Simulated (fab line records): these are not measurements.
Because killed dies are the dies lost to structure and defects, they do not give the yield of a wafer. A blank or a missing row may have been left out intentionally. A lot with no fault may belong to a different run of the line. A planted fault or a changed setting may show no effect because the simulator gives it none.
Matching of chambers || flow n5 finfet || 4 sister chambers for N5_GATE_CUT_ALD_22 on ald sin-01
The step deposits SiNx, target thk 16 nm, pulse time 1 s, ald cycles 320. 4 wafers are shown with their chamber, then 8 later ones without.

== EACH WAFER AND ITS CHAMBER ==
{"wafer": "L082.6", "chamber": 2, "heater power w (W)": 840}
{"wafer": "L085.2", "chamber": 1, "heater power w (W)": 713}
{"wafer": "L085.4", "chamber": 0, "heater power w (W)": 840}
{"wafer": "L090.3", "chamber": 3, "heater power w (W)": 917}

== WAFERS WITH NO CHAMBER GIVEN ==
{"wafer": "L090.4", "heater power w (W)": 709}
{"wafer": "L090.5", "heater power w (W)": 926}
{"wafer": "L092.2", "heater power w (W)": 701}
{"wafer": "L092.3", "heater power w (W)": 905}
{"wafer": "L092.5", "heater power w (W)": 936}
{"wafer": "L097.2", "heater power w (W)": 862}
{"wafer": "L097.3", "heater power w (W)": 856}
{"wafer": "L097.4", "heater power w (W)": 897}

== THE CHAMBER EACH PASSED THROUGH ==
{"wafer": "L090.4", "from the rows above": 1, "in truth": 1}
{"wafer": "L090.5", "from the rows above": 3, "in truth": 3}
{"wafer": "L092.2", "from the rows above": 1, "in truth": 1}
{"wafer": "L092.3", "from the rows above": 3, "in truth": 3}
{"wafer": "L092.5", "from the rows above": 3, "in truth": 3}
{"wafer": "L097.2", "from the rows above": "can't be placed: 0 or 2", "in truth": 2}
{"wafer": "L097.3", "from the rows above": "can't be placed: 0 or 2", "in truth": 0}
{"wafer": "L097.4", "from the rows above": 3, "in truth": 3}
Correctly placed: 6 of 8. Unplaceable from these rows: 2, with the true chamber sitting among the candidates in 2. Number placed wrongly: 0.
How it was worked out, from the rows above alone: a wafer's distance from a chamber is the root of the sum, over the readings, of the square of ((its reading less the chamber's mean) divided by the reading's scatter). If the next closest chamber is less than 2 further off than the closest, the wafer can't be placed; otherwise it belongs to the closest. Each chamber's mean is taken over the wafers shown for it. The scatter: with one shown wafer a chamber, the root of the mean of the squares of how far each hidden wafer lies from its nearest shown one.
